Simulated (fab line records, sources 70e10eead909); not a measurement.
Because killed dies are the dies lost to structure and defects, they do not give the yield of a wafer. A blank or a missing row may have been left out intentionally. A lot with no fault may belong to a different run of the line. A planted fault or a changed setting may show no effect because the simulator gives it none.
Which tool was responsible? || flow nand-harc || 72 wafers from 24 lots sampled at 5 of the route's 1159 steps

WHAT THE GAUGES SHOWED, per wafer
NHARC_P_CONTACT_INSPECT_27.
{"lot": "L074", "measured": "day 5 22:01", "on": "defect-inspect-02", "raw-defect-count": "242 267 200"}
{"lot": "L076", "measured": "day 6 00:42", "on": "defect-inspect-01", "raw-defect-count": "124 97 275"}
{"lot": "L075", "measured": "day 6 05:43", "on": "defect-inspect-02", "raw-defect-count": "276 196 497"}
{"lot": "L078", "measured": "day 6 18:48", "on": "defect-inspect-02", "raw-defect-count": "266 483 240"}
{"lot": "L077", "measured": "day 6 21:04", "on": "defect-inspect-01", "raw-defect-count": "311 256 170"}
{"lot": "L079", "measured": "day 7 04:42", "on": "defect-inspect-02", "raw-defect-count": "460 226 467"}
{"lot": "L080", "measured": "day 7 05:46", "on": "defect-inspect-02", "raw-defect-count": "234 233 211"}
{"lot": "L081", "measured": "day 7 14:52", "on": "defect-inspect-01", "raw-defect-count": "452 201 300"}
{"lot": "L082", "measured": "day 7 15:23", "on": "defect-inspect-01", "raw-defect-count": "416 505 322"}
{"lot": "L084", "measured": "day 8 04:59", "on": "defect-inspect-01", "raw-defect-count": "202 166 430"}
{"lot": "L083", "measured": "day 8 05:46", "on": "defect-inspect-01", "raw-defect-count": "540 269 360"}
{"lot": "L085", "measured": "day 8 12:22", "on": "defect-inspect-01", "raw-defect-count": "288 339 390"}
{"lot": "L086", "measured": "day 9 00:04", "on": "defect-inspect-02", "raw-defect-count": "156 251 162"}
{"lot": "L087", "measured": "day 9 00:36", "on": "defect-inspect-01", "raw-defect-count": "791 381 285"}
{"lot": "L088", "measured": "day 9 18:19", "on": "defect-inspect-01", "raw-defect-count": "420 404 534"}
{"lot": "L089", "measured": "day 9 18:52", "on": "defect-inspect-02", "raw-defect-count": "519 681 337"}
{"lot": "L090", "measured": "day 9 21:00", "on": "defect-inspect-01", "raw-defect-count": "150 199 306"}
{"lot": "L091", "measured": "day 10 03:01", "on": "defect-inspect-01", "raw-defect-count": "151 227 182"}
{"lot": "L092", "measured": "day 10 10:14", "on": "defect-inspect-02", "raw-defect-count": "438 253 213"}
{"lot": "L093", "measured": "day 10 18:18", "on": "defect-inspect-01", "raw-defect-count": "524 223 360"}
{"lot": "L094", "measured": "day 10 19:18", "on": "defect-inspect-02", "raw-defect-count": "459 300 360"}
{"lot": "L095", "measured": "day 11 00:53", "on": "defect-inspect-01", "raw-defect-count": "233 307 263"}
{"lot": "L096", "measured": "day 11 05:22", "on": "defect-inspect-02", "raw-defect-count": "317 430 354"}
{"lot": "L097", "measured": "day 11 05:04", "on": "defect-inspect-01", "raw-defect-count": "468 488 1204"}

NHARC_P_M2_CD_MEAS_16.
{"lot": "L074", "measured": "day 6 07:53", "on": "cd-sem-01", "cd-nm (nm)": "168.9 169.7 168.4"}
{"lot": "L076", "measured": "day 6 10:38", "on": "cd-sem-03", "cd-nm (nm)": "170.0 170.5 169.6"}
{"lot": "L075", "measured": "day 6 15:16", "on": "cd-sem-01", "cd-nm (nm)": "170.1 170.6 169.5"}
{"lot": "L078", "measured": "day 7 04:35", "on": "cd-sem-02", "cd-nm (nm)": "169.3 170.4 169.2"}
{"lot": "L077", "measured": "day 7 06:25", "on": "cd-sem-03", "cd-nm (nm)": "170.8 169.9 170.2"}
{"lot": "L079", "measured": "day 7 14:28", "on": "cd-sem-01", "cd-nm (nm)": "169.5 170.1 171.6"}
{"lot": "L080", "measured": "day 7 15:13", "on": "cd-sem-03", "cd-nm (nm)": "170.2 170.2 171.6"}
{"lot": "L081", "measured": "day 8 00:38", "on": "cd-sem-01", "cd-nm (nm)": "169.7 169.9 169.4"}
{"lot": "L082", "measured": "day 8 01:48", "on": "cd-sem-01", "cd-nm (nm)": "170.7 170.6 169.6"}
{"lot": "L084", "measured": "day 8 14:40", "on": "cd-sem-02", "cd-nm (nm)": "171.0 171.0 170.0"}
{"lot": "L083", "measured": "day 8 15:20", "on": "cd-sem-02", "cd-nm (nm)": "170.2 169.8 170.4"}
{"lot": "L085", "measured": "day 8 21:52", "on": "cd-sem-01", "cd-nm (nm)": "171.2 170.3 169.0"}
{"lot": "L086", "measured": "day 9 09:44", "on": "cd-sem-03", "cd-nm (nm)": "169.5 170.7 170.0"}
{"lot": "L087", "measured": "day 9 10:40", "on": "cd-sem-03", "cd-nm (nm)": "170.0 170.0 170.9"}
{"lot": "L088", "measured": "day 10 04:22", "on": "cd-sem-02", "cd-nm (nm)": "169.5 169.9 169.7"}
{"lot": "L089", "measured": "day 10 04:38", "on": "cd-sem-02", "cd-nm (nm)": "169.6 170.8 169.3"}
{"lot": "L090", "measured": "day 10 06:41", "on": "cd-sem-03", "cd-nm (nm)": "170.9 169.1 171.8"}
{"lot": "L091", "measured": "day 10 13:11", "on": "cd-sem-01", "cd-nm (nm)": "170.5 168.9 169.1"}
{"lot": "L092", "measured": "day 10 19:50", "on": "cd-sem-03", "cd-nm (nm)": "170.0 169.7 169.2"}
{"lot": "L093", "measured": "day 11 04:08", "on": "cd-sem-02", "cd-nm (nm)": "170.5 169.6 169.3"}
{"lot": "L094", "measured": "day 11 05:13", "on": "cd-sem-01", "cd-nm (nm)": "169.9 168.6 169.1"}
{"lot": "L095", "measured": "day 11 11:02", "on": "cd-sem-02", "cd-nm (nm)": "169.4 170.4 170.2"}
{"lot": "L096", "measured": "day 11 15:49", "on": "cd-sem-03", "cd-nm (nm)": "168.3 170.9 170.7"}
{"lot": "L097", "measured": "day 11 15:08", "on": "cd-sem-01", "cd-nm (nm)": "171.1 168.9 169.7"}

TOOL THAT RAN EACH LOT (tool first, then ch and the chambers of the sampled wafers, then the start)
{"lot": "L074", "NHARC_P_GATE_DEGAS_109": "pvd-sputter-02, day 5 14:49", "NHARC_P_CONTACT_STRIP_28": "rie-diel-02 ch 2,3, day 5 18:33", "NHARC_P_M1_PRE_CLEAN_32": "pecvd-02 ch 0,2, day 6 06:04"}
{"lot": "L076", "NHARC_P_GATE_DEGAS_109": "pvd-sputter-03, day 5 18:18", "NHARC_P_CONTACT_STRIP_28": "rie-diel-02 ch 0,3, day 5 22:13", "NHARC_P_M1_PRE_CLEAN_32": "pecvd-02 ch 0,1,2, day 6 08:58"}
{"lot": "L075", "NHARC_P_GATE_DEGAS_109": "pvd-sputter-03, day 5 19:55", "NHARC_P_CONTACT_STRIP_28": "rie-diel-10 ch 2,3, day 5 23:38", "NHARC_P_M1_PRE_CLEAN_32": "pecvd-01 ch 1,2, day 6 13:26"}
{"lot": "L078", "NHARC_P_GATE_DEGAS_109": "pvd-sputter-03, day 6 12:31", "NHARC_P_CONTACT_STRIP_28": "rie-diel-10 ch 2,3, day 6 16:37", "NHARC_P_M1_PRE_CLEAN_32": "pecvd-02 ch 0,1,2, day 7 02:46"}
{"lot": "L077", "NHARC_P_GATE_DEGAS_109": "pvd-sputter-02, day 6 15:14", "NHARC_P_CONTACT_STRIP_28": "rie-diel-10 ch 0,1,3, day 6 18:56", "NHARC_P_M1_PRE_CLEAN_32": "pecvd-02 ch 1,2, day 7 04:42"}
{"lot": "L079", "NHARC_P_GATE_DEGAS_109": "pvd-sputter-01, day 6 18:29", "NHARC_P_CONTACT_STRIP_28": "rie-diel-10 ch 0,1,3, day 6 22:10", "NHARC_P_M1_PRE_CLEAN_32": "pecvd-01 ch 0,1,2, day 7 12:41"}
{"lot": "L080", "NHARC_P_GATE_DEGAS_109": "pvd-sputter-02, day 6 19:16", "NHARC_P_CONTACT_STRIP_28": "rie-diel-10 ch 1,2,3, day 6 22:51", "NHARC_P_M1_PRE_CLEAN_32": "pecvd-01 ch 0,1,2, day 7 13:26"}
{"lot": "L081", "NHARC_P_GATE_DEGAS_109": "pvd-sputter-01, day 7 07:02", "NHARC_P_CONTACT_STRIP_28": "rie-diel-10 ch 2,3, day 7 10:50", "NHARC_P_M1_PRE_CLEAN_32": "pecvd-02 ch 1,2, day 7 22:49"}
{"lot": "L082", "NHARC_P_GATE_DEGAS_109": "pvd-sputter-01, day 7 07:19", "NHARC_P_CONTACT_STRIP_28": "rie-diel-04 ch 1,2,3, day 7 11:26", "NHARC_P_M1_PRE_CLEAN_32": "pecvd-02 ch 1,2, day 7 23:57"}
{"lot": "L084", "NHARC_P_GATE_DEGAS_109": "pvd-sputter-03, day 7 23:11", "NHARC_P_CONTACT_STRIP_28": "rie-diel-10 ch 0,1,3, day 8 02:53", "NHARC_P_M1_PRE_CLEAN_32": "pecvd-03 ch 0,1,2, day 8 12:50"}
{"lot": "L083", "NHARC_P_GATE_DEGAS_109": "pvd-sputter-03, day 7 23:40", "NHARC_P_CONTACT_STRIP_28": "rie-diel-10 ch 0,1,3, day 8 03:37", "NHARC_P_M1_PRE_CLEAN_32": "pecvd-02 ch 0,1,2, day 8 13:31"}
{"lot": "L085", "NHARC_P_GATE_DEGAS_109": "pvd-sputter-02, day 8 06:10", "NHARC_P_CONTACT_STRIP_28": "rie-diel-04 ch 0,2,3, day 8 10:14", "NHARC_P_M1_PRE_CLEAN_32": "pecvd-02 ch 0,1, day 8 20:11"}
{"lot": "L086", "NHARC_P_GATE_DEGAS_109": "pvd-sputter-01, day 8 16:28", "NHARC_P_CONTACT_STRIP_28": "rie-diel-02 ch 1,2,3, day 8 20:13", "NHARC_P_M1_PRE_CLEAN_32": "pecvd-02 ch 0,1, day 9 07:56"}
{"lot": "L087", "NHARC_P_GATE_DEGAS_109": "pvd-sputter-02, day 8 16:40", "NHARC_P_CONTACT_STRIP_28": "rie-diel-10 ch 1,2,3, day 8 20:38", "NHARC_P_M1_PRE_CLEAN_32": "pecvd-02 ch 0,1,2, day 9 08:58"}
{"lot": "L088", "NHARC_P_GATE_DEGAS_109": "pvd-sputter-01, day 9 06:50", "NHARC_P_CONTACT_STRIP_28": "rie-diel-10 ch 0,2,3, day 9 10:49", "NHARC_P_M1_PRE_CLEAN_32": "pecvd-01 ch 0,2, day 10 02:25"}
{"lot": "L089", "NHARC_P_GATE_DEGAS_109": "pvd-sputter-01, day 9 07:43", "NHARC_P_CONTACT_STRIP_28": "rie-diel-02 ch 1,2, day 9 11:42", "NHARC_P_M1_PRE_CLEAN_32": "pecvd-03 ch 0,2, day 10 02:34"}
{"lot": "L090", "NHARC_P_GATE_DEGAS_109": "pvd-sputter-03, day 9 13:23", "NHARC_P_CONTACT_STRIP_28": "rie-diel-10 ch 0,1,2, day 9 17:06", "NHARC_P_M1_PRE_CLEAN_32": "pecvd-02 ch 0,2, day 10 04:52"}
{"lot": "L091", "NHARC_P_GATE_DEGAS_109": "pvd-sputter-01, day 9 19:01", "NHARC_P_CONTACT_STRIP_28": "rie-diel-04 ch 1,2, day 9 23:16", "NHARC_P_M1_PRE_CLEAN_32": "pecvd-02 ch 0,1, day 10 11:23"}
{"lot": "L092", "NHARC_P_GATE_DEGAS_109": "pvd-sputter-01, day 10 03:51", "NHARC_P_CONTACT_STRIP_28": "rie-diel-02 ch 1,2,3, day 10 07:26", "NHARC_P_M1_PRE_CLEAN_32": "pecvd-03 ch 0,1,2, day 10 17:59"}
{"lot": "L093", "NHARC_P_GATE_DEGAS_109": "pvd-sputter-01, day 10 07:42", "NHARC_P_CONTACT_STRIP_28": "rie-diel-10 ch 0,1,3, day 10 11:20", "NHARC_P_M1_PRE_CLEAN_32": "pecvd-02 ch 0,1, day 11 02:10"}
{"lot": "L094", "NHARC_P_GATE_DEGAS_109": "pvd-sputter-03, day 10 08:19", "NHARC_P_CONTACT_STRIP_28": "rie-diel-10 ch 0,1, day 10 12:31", "NHARC_P_M1_PRE_CLEAN_32": "pecvd-03 ch 0,1,2, day 11 03:17"}
{"lot": "L095", "NHARC_P_GATE_DEGAS_109": "pvd-sputter-03, day 10 18:55", "NHARC_P_CONTACT_STRIP_28": "rie-diel-02 ch 2,3, day 10 22:41", "NHARC_P_M1_PRE_CLEAN_32": "pecvd-03 ch 1,2, day 11 09:13"}
{"lot": "L096", "NHARC_P_GATE_DEGAS_109": "pvd-sputter-02, day 10 22:22", "NHARC_P_CONTACT_STRIP_28": "rie-diel-10 ch 0,2,3, day 11 03:14", "NHARC_P_M1_PRE_CLEAN_32": "pecvd-03 ch 0,1,2, day 11 14:02"}
{"lot": "L097", "NHARC_P_GATE_DEGAS_109": "pvd-sputter-01, day 10 23:03", "NHARC_P_CONTACT_STRIP_28": "rie-diel-10 ch 1,2,3, day 11 02:55", "NHARC_P_M1_PRE_CLEAN_32": "pecvd-03 ch 0,1,2, day 11 13:26"}
- NHARC_P_GATE_DEGAS_109: time 60 s.
- NHARC_P_CONTACT_STRIP_28: strips in O2.
- NHARC_P_M1_PRE_CLEAN_32: time 12 s.

AS READ BY THE TOOLS THEMSELVES (means over the sampled wafers that have a number; for cases with no such wafer, the mark the record gives instead)
NHARC_P_GATE_DEGAS_109.
{"lot": "L074", "tool": "pvd-sputter-02", "heater-power-w (W)": 492}
{"lot": "L076", "tool": "pvd-sputter-03", "heater-power-w (W)": 540}
{"lot": "L075", "tool": "pvd-sputter-03", "heater-power-w (W)": 491}
{"lot": "L078", "tool": "pvd-sputter-03", "heater-power-w (W)": 502}
{"lot": "L077", "tool": "pvd-sputter-02", "heater-power-w (W)": 505}
{"lot": "L079", "tool": "pvd-sputter-01", "heater-power-w (W)": 487}
{"lot": "L080", "tool": "pvd-sputter-02", "heater-power-w (W)": 483}
{"lot": "L081", "tool": "pvd-sputter-01", "heater-power-w (W)": 492}
{"lot": "L082", "tool": "pvd-sputter-01", "heater-power-w (W)": 491}
{"lot": "L084", "tool": "pvd-sputter-03", "heater-power-w (W)": 502}
{"lot": "L083", "tool": "pvd-sputter-03", "heater-power-w (W)": 487}
{"lot": "L085", "tool": "pvd-sputter-02", "heater-power-w (W)": 453}
{"lot": "L086", "tool": "pvd-sputter-01", "heater-power-w (W)": 496}
{"lot": "L087", "tool": "pvd-sputter-02", "heater-power-w (W)": 499}
{"lot": "L088", "tool": "pvd-sputter-01", "heater-power-w (W)": 416}
{"lot": "L089", "tool": "pvd-sputter-01", "heater-power-w (W)": 497}
{"lot": "L090", "tool": "pvd-sputter-03", "heater-power-w (W)": 532}
{"lot": "L091", "tool": "pvd-sputter-01", "heater-power-w (W)": 501}
{"lot": "L092", "tool": "pvd-sputter-01", "heater-power-w (W)": 470}
{"lot": "L093", "tool": "pvd-sputter-01", "heater-power-w (W)": 447}
{"lot": "L094", "tool": "pvd-sputter-03", "heater-power-w (W)": 524}
{"lot": "L095", "tool": "pvd-sputter-03", "heater-power-w (W)": 480}
{"lot": "L096", "tool": "pvd-sputter-02", "heater-power-w (W)": 464}
{"lot": "L097", "tool": "pvd-sputter-01", "heater-power-w (W)": 475}

NHARC_P_CONTACT_STRIP_28.
{"lot": "L074", "tool": "rie-diel-02", "drypump-motor-current-A (A)": 5.68, "mfc-ar-sccm (sccm)": 0.015, "oes-product-au (a.u.)": 0.988, "rf-vpp-V (V)": 58.0, "showerhead-plenum-p-Torr (Torr)": 3.69, "throttle-valve-pct (%)": 17.047}
{"lot": "L076", "tool": "rie-diel-02", "drypump-motor-current-A (A)": 5.78, "mfc-ar-sccm (sccm)": 0.003, "oes-product-au (a.u.)": 1.004, "rf-vpp-V (V)": 57.7, "showerhead-plenum-p-Torr (Torr)": 3.62, "throttle-valve-pct (%)": 17.039}
{"lot": "L075", "tool": "rie-diel-10", "drypump-motor-current-A (A)": 5.77, "mfc-ar-sccm (sccm)": 0.023, "oes-product-au (a.u.)": 1.004, "rf-vpp-V (V)": 57.8, "showerhead-plenum-p-Torr (Torr)": 3.71, "throttle-valve-pct (%)": 17.036}
{"lot": "L078", "tool": "rie-diel-10", "drypump-motor-current-A (A)": 5.77, "mfc-ar-sccm (sccm)": 0.023, "oes-product-au (a.u.)": 1.004, "rf-vpp-V (V)": 57.6, "showerhead-plenum-p-Torr (Torr)": 3.71, "throttle-valve-pct (%)": 17.039}
{"lot": "L077", "tool": "rie-diel-10", "drypump-motor-current-A (A)": 5.66, "mfc-ar-sccm (sccm)": 0.023, "oes-product-au (a.u.)": 1.013, "rf-vpp-V (V)": 58.5, "showerhead-plenum-p-Torr (Torr)": 3.65, "throttle-valve-pct (%)": 17.036}
{"lot": "L079", "tool": "rie-diel-10", "drypump-motor-current-A (A)": 5.65, "mfc-ar-sccm (sccm)": 0.023, "oes-product-au (a.u.)": 1.001, "rf-vpp-V (V)": 58.0, "showerhead-plenum-p-Torr (Torr)": 3.65, "throttle-valve-pct (%)": 17.041}
{"lot": "L080", "tool": "rie-diel-10", "drypump-motor-current-A (A)": 5.63, "mfc-ar-sccm (sccm)": 0.020, "oes-product-au (a.u.)": 1.005, "rf-vpp-V (V)": 57.8, "showerhead-plenum-p-Torr (Torr)": 3.65, "throttle-valve-pct (%)": 17.034}
{"lot": "L081", "tool": "rie-diel-10", "drypump-motor-current-A (A)": 5.78, "mfc-ar-sccm (sccm)": 0.023, "oes-product-au (a.u.)": 1.005, "rf-vpp-V (V)": 57.9, "showerhead-plenum-p-Torr (Torr)": 3.71, "throttle-valve-pct (%)": 17.039}
{"lot": "L082", "tool": "rie-diel-04", "drypump-motor-current-A (A)": 5.62, "mfc-ar-sccm (sccm)": 0.008, "oes-product-au (a.u.)": 1.003, "rf-vpp-V (V)": 58.1, "showerhead-plenum-p-Torr (Torr)": 3.65, "throttle-valve-pct (%)": 17.039}
{"lot": "L084", "tool": "rie-diel-10", "drypump-motor-current-A (A)": 5.66, "mfc-ar-sccm (sccm)": 0.023, "oes-product-au (a.u.)": 1.007, "rf-vpp-V (V)": 57.9, "showerhead-plenum-p-Torr (Torr)": 3.65, "throttle-valve-pct (%)": 17.037}
{"lot": "L083", "tool": "rie-diel-10", "drypump-motor-current-A (A)": 5.68, "mfc-ar-sccm (sccm)": 0.023, "oes-product-au (a.u.)": 1.007, "rf-vpp-V (V)": 57.9, "showerhead-plenum-p-Torr (Torr)": 3.65, "throttle-valve-pct (%)": 17.035}
{"lot": "L085", "tool": "rie-diel-04", "drypump-motor-current-A (A)": 5.81, "mfc-ar-sccm (sccm)": 0.004, "oes-product-au (a.u.)": 1.009, "rf-vpp-V (V)": 57.9, "showerhead-plenum-p-Torr (Torr)": 3.63, "throttle-valve-pct (%)": 17.038}
{"lot": "L086", "tool": "rie-diel-02", "drypump-motor-current-A (A)": 5.90, "mfc-ar-sccm (sccm)": 0.017, "oes-product-au (a.u.)": 1.007, "rf-vpp-V (V)": 59.5, "showerhead-plenum-p-Torr (Torr)": 3.67, "throttle-valve-pct (%)": 17.043}
{"lot": "L087", "tool": "rie-diel-10", "drypump-motor-current-A (A)": 5.61, "mfc-ar-sccm (sccm)": 0.020, "oes-product-au (a.u.)": 0.998, "rf-vpp-V (V)": 58.0, "showerhead-plenum-p-Torr (Torr)": 3.65, "throttle-valve-pct (%)": 17.050}
{"lot": "L088", "tool": "rie-diel-10", "drypump-motor-current-A (A)": 5.71, "mfc-ar-sccm (sccm)": 0.021, "oes-product-au (a.u.)": 0.993, "rf-vpp-V (V)": 57.6, "showerhead-plenum-p-Torr (Torr)": 3.65, "throttle-valve-pct (%)": 17.033}
{"lot": "L089", "tool": "rie-diel-02", "drypump-motor-current-A (A)": 5.92, "mfc-ar-sccm (sccm)": 0.024, "oes-product-au (a.u.)": 1.013, "rf-vpp-V (V)": 58.2, "showerhead-plenum-p-Torr (Torr)": 3.65, "throttle-valve-pct (%)": 17.035}
{"lot": "L090", "tool": "rie-diel-10", "drypump-motor-current-A (A)": 5.57, "mfc-ar-sccm (sccm)": 0.018, "oes-product-au (a.u.)": 1.003, "rf-vpp-V (V)": 57.8, "showerhead-plenum-p-Torr (Torr)": 3.58, "throttle-valve-pct (%)": 17.038}
{"lot": "L091", "tool": "rie-diel-04", "drypump-motor-current-A (A)": 5.48, "mfc-ar-sccm (sccm)": 0.008, "oes-product-au (a.u.)": 1.018, "rf-vpp-V (V)": 57.5, "showerhead-plenum-p-Torr (Torr)": 3.69, "throttle-valve-pct (%)": 17.035}
{"lot": "L092", "tool": "rie-diel-02", "drypump-motor-current-A (A)": 5.91, "mfc-ar-sccm (sccm)": 0.017, "oes-product-au (a.u.)": 1.006, "rf-vpp-V (V)": 58.0, "showerhead-plenum-p-Torr (Torr)": 3.67, "throttle-valve-pct (%)": 17.027}
{"lot": "L093", "tool": "rie-diel-10", "drypump-motor-current-A (A)": 5.68, "mfc-ar-sccm (sccm)": 0.023, "oes-product-au (a.u.)": 0.991, "rf-vpp-V (V)": 57.8, "showerhead-plenum-p-Torr (Torr)": 3.64, "throttle-valve-pct (%)": 17.040}
{"lot": "L094", "tool": "rie-diel-10", "drypump-motor-current-A (A)": 5.59, "mfc-ar-sccm (sccm)": 0.021, "oes-product-au (a.u.)": 0.994, "rf-vpp-V (V)": 58.1, "showerhead-plenum-p-Torr (Torr)": 3.58, "throttle-valve-pct (%)": 17.027}
{"lot": "L095", "tool": "rie-diel-02", "drypump-motor-current-A (A)": 5.67, "mfc-ar-sccm (sccm)": 0.015, "oes-product-au (a.u.)": 1.002, "rf-vpp-V (V)": 58.7, "showerhead-plenum-p-Torr (Torr)": 3.68, "throttle-valve-pct (%)": 17.038}
{"lot": "L096", "tool": "rie-diel-10", "drypump-motor-current-A (A)": 5.72, "mfc-ar-sccm (sccm)": 0.021, "oes-product-au (a.u.)": 1.000, "rf-vpp-V (V)": 58.6, "showerhead-plenum-p-Torr (Torr)": 3.64, "throttle-valve-pct (%)": 17.041}
{"lot": "L097", "tool": "rie-diel-10", "drypump-motor-current-A (A)": 5.62, "mfc-ar-sccm (sccm)": 0.020, "oes-product-au (a.u.)": 0.999, "rf-vpp-V (V)": 58.3, "showerhead-plenum-p-Torr (Torr)": 3.64, "throttle-valve-pct (%)": 17.039}

NHARC_P_M1_PRE_CLEAN_32.
{"lot": "L074", "tool": "pecvd-02", "heater-power-w (W)": 599}
{"lot": "L076", "tool": "pecvd-02", "heater-power-w (W)": 581}
{"lot": "L075", "tool": "pecvd-01", "heater-power-w (W)": 704}
{"lot": "L078", "tool": "pecvd-02", "heater-power-w (W)": 600}
{"lot": "L077", "tool": "pecvd-02", "heater-power-w (W)": 583}
{"lot": "L079", "tool": "pecvd-01", "heater-power-w (W)": 659}
{"lot": "L080", "tool": "pecvd-01", "heater-power-w (W)": 671}
{"lot": "L081", "tool": "pecvd-02", "heater-power-w (W)": 626}
{"lot": "L082", "tool": "pecvd-02", "heater-power-w (W)": 588}
{"lot": "L084", "tool": "pecvd-03", "heater-power-w (W)": 607}
{"lot": "L083", "tool": "pecvd-02", "heater-power-w (W)": 620}
{"lot": "L085", "tool": "pecvd-02", "heater-power-w (W)": 656}
{"lot": "L086", "tool": "pecvd-02", "heater-power-w (W)": 665}
{"lot": "L087", "tool": "pecvd-02", "heater-power-w (W)": 615}
{"lot": "L088", "tool": "pecvd-01", "heater-power-w (W)": 645}
{"lot": "L089", "tool": "pecvd-03", "heater-power-w (W)": 559}
{"lot": "L090", "tool": "pecvd-02", "heater-power-w (W)": 517}
{"lot": "L091", "tool": "pecvd-02", "heater-power-w (W)": 587}
{"lot": "L092", "tool": "pecvd-03", "heater-power-w (W)": 615}
{"lot": "L093", "tool": "pecvd-02", "heater-power-w (W)": 657}
{"lot": "L094", "tool": "pecvd-03", "heater-power-w (W)": 591}
{"lot": "L095", "tool": "pecvd-03", "heater-power-w (W)": 649}
{"lot": "L096", "tool": "pecvd-03", "heater-power-w (W)": 555}
{"lot": "L097", "tool": "pecvd-03", "heater-power-w (W)": 606}

THE ANSWER, worked out from the rows above alone
Rule: the lots themselves supply what counts as usual. The widest of any qualifying gaps counts: lots, ordered by their means at a reading, are off when they make up no more than a third of the lots, leave a main group of 4 or more, and stand apart from it by 3 or more times the standard deviation of that group's means. The tables above print the reading to a certain number of digits; a main group whose means all agree to those digits is not used. A lot without any number at a reading at which 4 lots or more have one is off too. The other lots that the step has rows for count as sound. First the gauges in route order, then the tools' own readings, where a lot's mean is used as printed above. The first step at which some lot is off is used, and at that step the reading that is off furthest; a lot without a number counts as furthest.
No lot is off at any reading shown: from this, nothing can be told.

WHAT THE SIMULATOR HAD PUT IN
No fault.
